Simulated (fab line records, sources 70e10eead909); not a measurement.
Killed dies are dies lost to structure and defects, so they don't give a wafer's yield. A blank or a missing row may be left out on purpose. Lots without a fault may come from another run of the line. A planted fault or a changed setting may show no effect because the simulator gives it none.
A struck lot beside a sound one | flow nand_harc | 17 steps out of a route of 1159
Sound: wafers L204.1, L204.2, L204.3. Struck: wafers L206.2, L206.3, L206.6. The cause comes at the end.
At each step with rows: each side's tool, then ch and its chambers, then its first start. Under that, the readings that differ: sound wafers | struck wafers | difference of the means | sigmas: that difference in standard deviations of wafers without a fault.
alike: readings whose means differ by less than 2 such deviations, and words and numbers that are the same on both sides. not compared: withheld readings, readings that some wafer has no value for, bounds like >300 that may hide the same value, and numbers for which the record gives no deviation and whose values overlap.
The two part at a step that has a row with sigmas, a row that says differs or no value, or rows on one side only. Numbers that don't overlap but have no deviation are shown without sigmas and don't part them. A reading that every wafer of one side lacks parts them only if that side has two wafers or more.

NHARC_P_M1_INSPECT_11:
  sound on defect_inspect-02, day 7 04:08; struck on defect_inspect-02, day 7 18:31
  alike: raw_defect_count
NHARC_P_M1_DESCUM_14: chemistry O2, time 3 s.
  sound on rie_diel-12 ch 0,1,2, day 7 04:12; struck on rie_diel-10 ch 0,1,2, day 7 18:35
  reading               | sound             | struck            | difference | sigmas
  oes_product_au (a.u.) | 1.027 1.013 1.022 | 1.003 0.998 0.994 | -0.022     | -3
  alike: drypump_motor_current_A, rf_vpp_V, showerhead_plenum_p_Torr, throttle_valve_pct
  not compared: rf_hours_counter_h
then, 2 steps without rows for these wafers: NHARC_P_M1_ETCH_35 (etches the open film in N2/H2, target depth 40 nm, overetch 12 nm, time 43.94 s); NHARC_P_M1_ETCH_15 (etches the open film in C4F8/Ar, target depth 182.5 nm, time 91.2 s).
NHARC_P_M1_CD_MEAS_16:
  sound on cd_sem-02, day 7 04:32; struck on cd_sem-02, day 7 18:53
  alike: cd_nm
NHARC_P_M1_STRIP_18: strips in N2/H2.
  sound on rie_diel-03 ch 0,1, day 7 04:37; struck on rie_diel-10 ch 1,2,3, day 7 19:01
  alike: drypump_motor_current_A, oes_product_au, rf_vpp_V, showerhead_plenum_p_Torr, throttle_valve_pct
  not compared: rf_hours_counter_h
NHARC_P_M1_ETCH_28: etches the open film in CF4/N2, target depth 30 nm, time 72.99 s.
  sound on rie_diel-03 ch 0,1, day 7 05:01; struck on rie_diel-10 ch 0,1,3
  alike: drypump_motor_current_A, oes_product_au, rf_vpp_V, showerhead_plenum_p_Torr, throttle_valve_pct
  not compared: rf_hours_counter_h
then, 3 steps without rows for these wafers: NHARC_P_M1_STRIP_19 (strips in post etch residue remover, time 600 s); NHARC_P_M1_DEGAS_29 (time 60 s); NHARC_P_M1_PRE_CLEAN_30 (time 30 s).
NHARC_P_M1_PVD_20: deposits TaN, target thk 5 nm, time 8.06 s.
  sound on pvd_sputter-02; struck on pvd_sputter-02
  alike: bias_v, throttle_valve_pct
NHARC_P_M1_PVD_21: deposits Cu, target thk 30 nm, time 20.49 s.
  sound on pvd_sputter-02; struck on pvd_sputter-02
  alike: throttle_valve_pct
NHARC_P_M1_ECD_22: material Cu, target thk 400 nm.
  sound on ecd_cu-02 ch 0,1, day 7 05:49; struck on ecd_cu-02 ch 0,1, day 7 20:01
  no value came back on the struck wafers for bath_heat_duty_pct (%), bath_temp_c (C); on the sound wafers bath_heat_duty_pct (%) reads 7.2 4.9 5.7
then, 1 step without rows for these wafers: NHARC_P_M1_ANNEAL_31 (time 90 s).
NHARC_P_M1_CMP_23: polishes, t overpolish 20 s, target thk 157.82 nm.
  sound on cmp-03 ch 0,1,2, day 7 06:32; struck on cmp-04 ch 0,1,2, day 7 20:41
  reading                | sound          | struck      | difference | sigmas
  time_to_endpoint_s (s) | 30.9 31.9 30.5 | 1.0 1.3 2.6 | -29.5      | -16
  alike: motor_current_A, retaining_ring_pressure_frac, slurry_filter_dp_kPa, slurry_flow_ml_min
NHARC_P_M1_THK_MEAS_24: measures by xrf.
  sound on film_metro-02, day 7 06:52; struck on film_metro-02, day 7 21:01
  reading     | sound             | struck         | difference | sigmas
  thk_nm (nm) | 160.0 157.1 157.2 | 29.3 29.7 28.3 | -129.0     | -99 or more
then, 1 step without rows for these wafers: NHARC_P_M1_SRD_25.

WHERE THEY PART
First at NHARC_P_M1_DESCUM_14; last, within this record, at NHARC_P_M1_THK_MEAS_24.

WHY: what the simulator had put in
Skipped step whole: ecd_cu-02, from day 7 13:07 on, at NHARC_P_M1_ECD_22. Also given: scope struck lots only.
